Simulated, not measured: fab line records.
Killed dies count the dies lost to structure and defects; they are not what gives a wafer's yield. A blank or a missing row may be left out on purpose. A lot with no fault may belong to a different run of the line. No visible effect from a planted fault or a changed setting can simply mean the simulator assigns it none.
Split-lot trial    flow n5-finfet    39 wafers read across 7 lots, on a route 1938 steps long

== ABOUT THE SPLIT ==
At N5_MIM_TOP_ETCH_PECVD_03 (deposits SiNx from SiH4/NH3/N2, target thk 20 nm, time 17.6 s), the setting time-s was moved away from the recipe's 17.6 s on 15 of the 39 wafers read, by -24.3% to +41.6%. All remaining wafers had this setting at the recipe value.

The reading is taken at the split's own step.

== THE READING ==
SiNx_of_MIM_TOP_ETCH_PECVD_03.thk-nm (the simulator's own value, which no gauge read), in nm, at N5_MIM_TOP_ETCH_PECVD_03 (deposits SiNx from SiH4/NH3/N2, target thk 20 nm, time 17.6 s). The file does not state a usual value for it. The 24 wafers here that ran the recipe average 20.1 nm, standard deviation 0.24 nm.

wafer   tool, chamber at the split  time-s as run, s  against the recipe  SiNx_of_MIM_TOP_ETCH_PECVD_03.thk-nm, nm  against lot-mates on the recipe
L076.1  pecvd-03, 0,1,2             17.6              recipe              20                                        -
L076.5  pecvd-03, 0,1,2             17.6              recipe              20                                        -
L076.6  pecvd-03, 0,1,2             17.6              recipe              20                                        -
L076.2  pecvd-03, 1                 17.6              recipe              19.6                                      -
L076.3  pecvd-03, 2                 17.6              recipe              19.8                                      -
L076.4  pecvd-03, 0                 17.6              recipe              20.2                                      -
L080.1  pecvd-03, 1                 24.92             +41.6%              28                                        +8.0
L080.2  pecvd-03, 2                 17.6              recipe              19.8                                      -
L080.3  pecvd-03, 0                 17.6              recipe              20                                        -
L080.4  pecvd-03, 2                 17.6              recipe              20.2                                      -
L080.5  pecvd-03, 1                 24.92             +41.6%              28.4                                      +8.4
L080.6  pecvd-03, 0                 24.92             +41.6%              28.6                                      +8.6
L081.1  pecvd-01, 2                 23.71             +34.7%              27                                        +6.7
L081.2  pecvd-01, 1,0               17.6              recipe              20.2                                      -
L081.5  pecvd-01, 1,0               17.6              recipe              20.2                                      -
L081.3  pecvd-01, 0                 23.71             +34.7%              26.8                                      +6.5
L081.4  pecvd-01, 1                 23.71             +34.7%              27.6                                      +7.3
L081.6  pecvd-01, 2                 17.6              recipe              20.4                                      -
L079.1  pecvd-02, 2,1               13.32             -24.3%              15.2                                      -4.7
L079.2  pecvd-02, 2,1               13.32             -24.3%              15.2                                      -4.7
L079.3  pecvd-02, 0                 17.6              recipe              19.8                                      -
L079.4  pecvd-02, 1                 13.32             -24.3%              15.6                                      -4.3
L079.5  pecvd-02, 0,2               17.6              recipe              20                                        -
L079.6  pecvd-02, 0,2               17.6              recipe              20                                        -
L085.1  pecvd-01, 2,1               22.19             +26.1%              25                                        +4.7
L085.2  pecvd-01, 2,1               22.19             +26.1%              25                                        +4.7
L085.3  pecvd-01, 0                 22.19             +26.1%              25.2                                      +4.9
L085.4  pecvd-01, 2,1               17.6              recipe              20.2                                      -
L085.6  pecvd-01, 2,1               17.6              recipe              20.2                                      -
L085.5  pecvd-01, 0                 17.6              recipe              20.4                                      -
L090.1  pecvd-02, 2                 17.6              recipe              19.6                                      -
L090.2  pecvd-02, 1                 20.49             +16.4%              23.2                                      +3.3
L090.3  pecvd-02, 0                 20.49             +16.4%              22.8                                      +2.9
L090.4  pecvd-02, 0                 17.6              recipe              19.8                                      -
L090.5  pecvd-02, 2                 17.6              recipe              20.2                                      -
L090.6  pecvd-02, 1                 20.49             +16.4%              23.6                                      +3.7
L095.4  pecvd-01, 0                 17.6              recipe              20.4                                      -
L095.5  pecvd-01, 0                 17.6              recipe              20.4                                      -
L095.6  pecvd-01, 2                 17.6              recipe              20.2                                      -
Where a row lists several chambers, the file gives one row for several wafers and doesn't say which wafer went through which chamber.

THE FIT
A straight line over all 39 wafers: SiNx_of_MIM_TOP_ETCH_PECVD_03.thk-nm changes by +0.198 nm for each +1% of time-s; r = +1.00; the points scatter about the line by 0.26 nm.
The same after taking each lot's own level away (the mean of its wafers on the recipe; 39 wafers): +0.195 nm for each +1%; r = +1.00; scatter 0.24 nm.
Per that fit: largest time-s move, reading shift of 8.1 nm.
Measured against the standard deviation above, the lots' own levels, which go from 19.87 to 20.33 nm, span 2.0 times it.
The two slopes are in agreement: the lot-to-lot level therefore moves the slope only a little.
Check: for one of the wafers moved furthest among these (+41.6%), held out of the fit, the line's prediction against its lot-mates is +8.17 nm. Against them it came out at +8 nm.

== THE FILE'S OWN FIT ==
SiNx_of_MIM_TOP_ETCH_PECVD_03.thk-nm changes by +0.196 nm for each +1% of time-s, r = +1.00.
